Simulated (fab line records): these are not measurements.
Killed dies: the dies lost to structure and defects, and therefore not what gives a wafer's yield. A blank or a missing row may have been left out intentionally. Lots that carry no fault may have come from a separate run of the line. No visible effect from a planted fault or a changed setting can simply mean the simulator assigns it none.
A struck lot beside a sound one	flow nandHarc	14 steps out of a route of 1159
Sound: these wafers, L424.2, L424.4, L424.5. Wafers struck: L432.2, L432.4, L432.5. At the end, the cause is stated.
Each step with rows lists, per side, the tool, then ch with its chambers, then its first start. Under that, the readings that differ: sound wafers	struck wafers	difference of the means	sigmas: that difference in standard deviations of wafers without a fault.
alike: a reading whose means differ by less than 2 such deviations, as well as words and numbers matching on both sides. not compared: withheld readings; readings where some wafer has no value; bounds like >300 that might hide an equal value; numbers whose values overlap and for which the record gives no deviation.
The two part at a step that has a row with sigmas, a row that says differs or no value, or rows on one side only. Non-overlapping numbers with no deviation appear without sigmas and do not part them. A reading that every wafer of one side lacks parts them only if that side has two wafers or more.

NHARC_A_ZERO_WELL_INSPECT_17:
  sound: defectInspect-01 at day 7 00:57; struck: defectInspect-01 at day 9 05:49
  alike: rawDefectCount
then, 3 steps without rows for these wafers: NHARC_A_SOURCE_PLATE_PRECLEAN_00 (cleans in HF-LAST, time 60 s); NHARC_A_SOURCE_PLATE_SRD_01; NHARC_A_SOURCE_PLATE_OXIDE_02 (material SiO2, target thk 10 nm, ox time 1362 s).
NHARC_A_SOURCE_PLATE_THK_MEAS_09: measures by ellipsometry.
  sound: filmMetro-02 at day 7 06:38; struck: filmMetro-02 at day 9 12:58
  alike: thkNm
then, 3 steps without rows for these wafers: NHARC_A_SOURCE_PLATE_PVD_04 (deposits WSi2, target thk 50 nm); NHARC_A_SOURCE_PLATE_CVD_03 (deposits poly-Si, target thk 200 nm, time 4000 s); NHARC_A_SOURCE_PLATE_ANNEAL_05 (time 1800 s).
NHARC_A_SOURCE_PLATE_THK_MEAS_06: measures by ellipsometry.
  sound: filmMetro-01 at day 7 19:27; struck: filmMetro-01 at day 10 02:35
  alike: thkNm
NHARC_A_SOURCE_PLATE_INSPECT_08:
  sound: defectInspect-01 at day 7 19:34; struck: defectInspect-02 at day 10 02:40
  alike: rawDefectCount
NHARC_A_ONON_D1_DEP_00: target thk 1000 nm.
  sound on pecvdOnon-04 ch 0, day 7 19:41; struck on pecvdOnon-04 ch 0, day 10 02:47
  alike: n2FlowSccm
NHARC_A_ONON_D1_THK_MEAS_02: measures by ellipsometry.
  sound: filmMetro-02 at day 7 20:08; struck: filmMetro-02 at day 10 03:14
reading	sound	struck	difference	sigmas
thkNm (nm)	990 991 991	1567 1565 1566	+575	+59
then, no rows for these wafers at 1 step: NHARC_A_ONON_D1_DEP_03 (target thk 1000 nm).
-- break in the record here, with 15 days between the starts of the struck wafers on either side (left off in module A_ONON_D1, picked up again in module END, where the first step shown is number 1159 on the route) --
NHARC_END_SORT_01:
  sound on prober-01 ch 0, day 19 11:11; struck on prober-02 ch 0, day 24 20:03
reading	sound	struck	difference	sigmas
killedAtArray	16 7 13	671 675 670	+660	+55
killedDies	20 17 19	677 677 677	+658	+55
  alike: killedAtOther, killedAtPeriphery, killedOpen, killedShort

WHERE THEY PART
Last at NHARC_END_SORT_01 as far as this record goes, first at NHARC_A_ONON_D1_THK_MEAS_02.

WHY: whatever the simulator had introduced
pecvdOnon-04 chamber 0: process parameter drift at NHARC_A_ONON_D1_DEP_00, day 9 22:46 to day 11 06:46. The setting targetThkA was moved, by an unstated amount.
